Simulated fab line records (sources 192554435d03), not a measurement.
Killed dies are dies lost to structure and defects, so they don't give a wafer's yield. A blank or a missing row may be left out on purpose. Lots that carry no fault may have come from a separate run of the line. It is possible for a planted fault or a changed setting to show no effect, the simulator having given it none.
Split-lot experiment / flow n5-finfet / 7 lots, 39 wafers read, on a route of 1938 steps

ON THE SPLIT
At N5_BEOL_M1_ILD_DEP_00 (deposits SiOC from DEMS/O2, target thk 79 nm, time 15.3 s), the setting time-s was moved away from the recipe's 15.3 s on 18 of the 39 wafers read, by -26.9% to +41.0%. This setting was run at the recipe's value on the other wafers.

Between the split and the reading, the file records no step.

THE READING
M1_ILD_THK, in nm, at N5_BEOL_M1_THK_MEAS_01. Typical for fault-free wafers on this fab line: 78.9 nm, with standard deviation 1.2 nm.

wafer=L080.2; tool, chamber at the split=pecvd-01, 0; time-s as run, s=15.3; against the recipe=recipe; M1_ILD_THK, nm=77.4; against lot-mates on the recipe=-
wafer=L080.3; tool, chamber at the split=pecvd-01, 1; time-s as run, s=15.3; against the recipe=recipe; M1_ILD_THK, nm=76.8; against lot-mates on the recipe=-
wafer=L080.4; tool, chamber at the split=pecvd-01, 0; time-s as run, s=15.3; against the recipe=recipe; M1_ILD_THK, nm=79.3; against lot-mates on the recipe=-
wafer=L088.1; tool, chamber at the split=pecvd-03, 1; time-s as run, s=18.62; against the recipe=+21.7%; M1_ILD_THK, nm=94.8; against lot-mates on the recipe=+15.4
wafer=L088.2; tool, chamber at the split=pecvd-03, 0; time-s as run, s=18.62; against the recipe=+21.7%; M1_ILD_THK, nm=96.5; against lot-mates on the recipe=+17.1
wafer=L088.3; tool, chamber at the split=pecvd-03, 2; time-s as run, s=15.3; against the recipe=recipe; M1_ILD_THK, nm=78.7; against lot-mates on the recipe=-
wafer=L088.4; tool, chamber at the split=pecvd-03, 1; time-s as run, s=15.3; against the recipe=recipe; M1_ILD_THK, nm=79.2; against lot-mates on the recipe=-
wafer=L088.5; tool, chamber at the split=pecvd-03, 0; time-s as run, s=18.62; against the recipe=+21.7%; M1_ILD_THK, nm=98.4; against lot-mates on the recipe=+19.0
wafer=L088.6; tool, chamber at the split=pecvd-03, 2; time-s as run, s=15.3; against the recipe=recipe; M1_ILD_THK, nm=80.2; against lot-mates on the recipe=-
wafer=L086.1; tool, chamber at the split=pecvd-03, 0; time-s as run, s=15.3; against the recipe=recipe; M1_ILD_THK, nm=80.2; against lot-mates on the recipe=-
wafer=L086.2; tool, chamber at the split=pecvd-03, 1; time-s as run, s=12.94; against the recipe=-15.4%; M1_ILD_THK, nm=66.6; against lot-mates on the recipe=-12.9
wafer=L086.3; tool, chamber at the split=pecvd-03, 2; time-s as run, s=15.3; against the recipe=recipe; M1_ILD_THK, nm=77.7; against lot-mates on the recipe=-
wafer=L086.4; tool, chamber at the split=pecvd-03, 0; time-s as run, s=12.94; against the recipe=-15.4%; M1_ILD_THK, nm=69.5; against lot-mates on the recipe=-10.0
wafer=L086.5; tool, chamber at the split=pecvd-03, 2; time-s as run, s=12.94; against the recipe=-15.4%; M1_ILD_THK, nm=66.8; against lot-mates on the recipe=-12.7
wafer=L086.6; tool, chamber at the split=pecvd-03, 1; time-s as run, s=15.3; against the recipe=recipe; M1_ILD_THK, nm=80.5; against lot-mates on the recipe=-
wafer=L090.1; tool, chamber at the split=pecvd-03, 0,1; time-s as run, s=11.73; against the recipe=-23.3%; M1_ILD_THK, nm=60.8; against lot-mates on the recipe=-19.1
wafer=L090.2; tool, chamber at the split=pecvd-03, 1; time-s as run, s=15.3; against the recipe=recipe; M1_ILD_THK, nm=78.1; against lot-mates on the recipe=-
wafer=L090.3; tool, chamber at the split=pecvd-03, 0,1; time-s as run, s=11.73; against the recipe=-23.3%; M1_ILD_THK, nm=60.9; against lot-mates on the recipe=-19.0
wafer=L090.4; tool, chamber at the split=pecvd-03, 0; time-s as run, s=15.3; against the recipe=recipe; M1_ILD_THK, nm=80.9; against lot-mates on the recipe=-
wafer=L090.5; tool, chamber at the split=pecvd-03, 1; time-s as run, s=11.73; against the recipe=-23.3%; M1_ILD_THK, nm=61.7; against lot-mates on the recipe=-18.2
wafer=L090.6; tool, chamber at the split=pecvd-03, 0; time-s as run, s=15.3; against the recipe=recipe; M1_ILD_THK, nm=80.7; against lot-mates on the recipe=-
wafer=L091.1; tool, chamber at the split=pecvd-03, 2; time-s as run, s=21.58; against the recipe=+41.0%; M1_ILD_THK, nm=110.6; against lot-mates on the recipe=+30.9
wafer=L091.2; tool, chamber at the split=pecvd-03, 1; time-s as run, s=15.3; against the recipe=recipe; M1_ILD_THK, nm=78.9; against lot-mates on the recipe=-
wafer=L091.3; tool, chamber at the split=pecvd-03, 0; time-s as run, s=21.58; against the recipe=+41.0%; M1_ILD_THK, nm=111.5; against lot-mates on the recipe=+31.8
wafer=L091.4; tool, chamber at the split=pecvd-03, 0; time-s as run, s=15.3; against the recipe=recipe; M1_ILD_THK, nm=80.7; against lot-mates on the recipe=-
wafer=L091.5; tool, chamber at the split=pecvd-03, 1; time-s as run, s=21.58; against the recipe=+41.0%; M1_ILD_THK, nm=111.2; against lot-mates on the recipe=+31.5
wafer=L091.6; tool, chamber at the split=pecvd-03, 2; time-s as run, s=15.3; against the recipe=recipe; M1_ILD_THK, nm=79.4; against lot-mates on the recipe=-
wafer=L094.1; tool, chamber at the split=pecvd-01, 1; time-s as run, s=15.3; against the recipe=recipe; M1_ILD_THK, nm=75.8; against lot-mates on the recipe=-
wafer=L094.2; tool, chamber at the split=pecvd-01, 2; time-s as run, s=15.3; against the recipe=recipe; M1_ILD_THK, nm=77.1; against lot-mates on the recipe=-
wafer=L094.3; tool, chamber at the split=pecvd-01, 2; time-s as run, s=15.3; against the recipe=recipe; M1_ILD_THK, nm=76.8; against lot-mates on the recipe=-
wafer=L094.4; tool, chamber at the split=pecvd-01, 1; time-s as run, s=11.19; against the recipe=-26.9%; M1_ILD_THK, nm=56.2; against lot-mates on the recipe=-20.4
wafer=L094.5; tool, chamber at the split=pecvd-01, 2; time-s as run, s=11.19; against the recipe=-26.9%; M1_ILD_THK, nm=56.5; against lot-mates on the recipe=-20.1
wafer=L094.6; tool, chamber at the split=pecvd-01, 1; time-s as run, s=11.19; against the recipe=-26.9%; M1_ILD_THK, nm=56.4; against lot-mates on the recipe=-20.2
wafer=L097.1; tool, chamber at the split=pecvd-04, 0,1; time-s as run, s=15.3; against the recipe=recipe; M1_ILD_THK, nm=77.0; against lot-mates on the recipe=-
wafer=L097.2; tool, chamber at the split=pecvd-04, 0,1; time-s as run, s=15.3; against the recipe=recipe; M1_ILD_THK, nm=77.1; against lot-mates on the recipe=-
wafer=L097.3; tool, chamber at the split=pecvd-04, 2; time-s as run, s=11.51; against the recipe=-24.8%; M1_ILD_THK, nm=60.3; against lot-mates on the recipe=-17.2
wafer=L097.4; tool, chamber at the split=pecvd-04, 1; time-s as run, s=15.3; against the recipe=recipe; M1_ILD_THK, nm=78.5; against lot-mates on the recipe=-
wafer=L097.5; tool, chamber at the split=pecvd-04, 2; time-s as run, s=11.51; against the recipe=-24.8%; M1_ILD_THK, nm=60.4; against lot-mates on the recipe=-17.1
wafer=L097.6; tool, chamber at the split=pecvd-04, 0; time-s as run, s=11.51; against the recipe=-24.8%; M1_ILD_THK, nm=58.9; against lot-mates on the recipe=-18.6
If several chambers appear in one row, that row covers several wafers at once and the file leaves open which wafer was in which chamber.

FIT RESULTS
A straight line over all 39 wafers: M1_ILD_THK changes by +0.788 nm for each +1% of time-s; r = +1.00; the points scatter about the line by 1.4 nm.
The same after taking each lot's own level away (the mean of its wafers on the recipe; 39 wafers): +0.765 nm for each +1%; r = +1.00; scatter 1.1 nm.
On that fit, the largest move of time-s shifts the reading by 31 nm.
Across the lots, their own levels run from 76.57 to 79.90 nm, a range of 2.8 times the standard deviation given above.
So the lot-to-lot level changes the slope little: the two slopes agree.
Check: for one of the wafers moved furthest among these (+41.0%), held out of the fit, the line's prediction against its lot-mates is +31.6 nm. It came out at +30.9 nm against them.

THESE WAFERS: OTHER SPLITS
Other splits were also applied to these wafers ahead of the reading. Each is held against what the fit with the lots' levels taken away leaves over:
other split on the same wafers=N5_FIN_SAQP_SPACER1_ALD_24 ald-cycles; wafers away from the commonest value=15; r with M1_ILD_THK (lot level and that fit taken away)=-0.09
other split on the same wafers=N5_SD_EPI_N_DESCUM_14 time-s; wafers away from the commonest value=12; r with M1_ILD_THK (lot level and that fit taken away)=-0.10
other split on the same wafers=N5_HKMG_FIN_ETCH_32 target-depth-a; wafers away from the commonest value=15; r with M1_ILD_THK (lot level and that fit taken away)=-0.09
other split on the same wafers=N5_MOL_CONTACT_COAG_PRECLEAN_111 time-s; wafers away from the commonest value=15; r with M1_ILD_THK (lot level and that fit taken away)=-0.01

THE WHOLE CHAIN: every reading that the file lists as answering this split, in the file's order
step=N5_BEOL_M1_ILD_DEP_00; what it does=deposits SiOC from DEMS/O2, target thk 79 nm, time 15.3 s; reading=SiOC_of_BEOL_M1_ILD_DEP_00.thk-nm (the simulator's own value, which no gauge read); change (the file's fit)=+0.763 nm for each +1% of the setting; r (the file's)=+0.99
step=N5_BEOL_M1_THK_MEAS_01; what it does=; reading=M1_ILD_THK; change (the file's fit)=+0.763 for each +1% of the setting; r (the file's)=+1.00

FILE'S OWN FIT
M1_ILD_THK changes by +0.763 nm for each +1% of time-s, r = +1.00.
